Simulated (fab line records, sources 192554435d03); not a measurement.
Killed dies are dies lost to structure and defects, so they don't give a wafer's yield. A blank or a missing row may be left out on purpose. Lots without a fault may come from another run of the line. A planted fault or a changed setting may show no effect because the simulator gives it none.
Chamber matching | flow n5_finfet | N5_BEOL_M8_DEP_56 on pecvd-02: 3 sister chambers
The step deposits SiCN from 3MS/NH3, target thk 10 nm, time 17.5 s. 6 wafers are shown with their chamber, then 9 later ones without.

WAFERS WITH THEIR CHAMBER
wafer  | chamber | throttle_valve_pct (%) | showerhead_plenum_p_Torr (Torr)
L081.4 | 0       | 8.82                   | 3.660
L082.3 | 0       | 9.06                   | 3.674
L082.5 | 1       | 9.13                   | 3.660
L085.1 | 2       | 8.62                   | 3.669
L085.2 | 1       | 9.18                   | 3.662
L085.6 | 2       | 8.92                   | 3.661

WAFERS WITHOUT THEIR CHAMBER
wafer  | throttle_valve_pct (%) | showerhead_plenum_p_Torr (Torr)
L087.3 | 9.25                   | 3.655
L087.5 | 8.87                   | 3.679
L087.6 | 8.48                   | 3.670
L092.2 | 9.08                   | 3.662
L092.5 | 8.75                   | 3.667
L092.6 | 8.66                   | 3.661
L094.1 | 9.01                   | 3.662
L094.5 | 8.32                   | 3.664
L094.6 | 9.27                   | 3.654

WHICH CHAMBER EACH WENT THROUGH
wafer  | from the rows above          | in truth
L087.3 | can't be placed: 1 or 0      | 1
L087.5 | can't be placed: 0 or 2 or 1 | 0
L087.6 | can't be placed: 2 or 0      | 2
L092.2 | can't be placed: 1 or 0 or 2 | 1
L092.5 | can't be placed: 2 or 0      | 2
L092.6 | can't be placed: 2 or 0      | 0
L094.1 | can't be placed: 0 or 1 or 2 | 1
L094.5 | can't be placed: 2 or 0      | 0
L094.6 | can't be placed: 1 or 0      | 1
Placed correctly: 0 of 9. Can't be placed from these rows: 9 (the true chamber is among the candidates in 9). Placed wrongly: 0.
How it was worked out, from the rows above alone: a wafer's distance from a chamber is the root of the sum, over the readings, of the square of ((its reading less the chamber's mean) divided by the reading's scatter). The wafer belongs to the nearest chamber; if the next one is less than 2 further off, it can't be placed. A chamber's mean is the mean of its shown wafers. The scatter: the root of (the sum of the squares of (reading less its chamber's mean) over the shown wafers, divided by (wafers less chambers)).
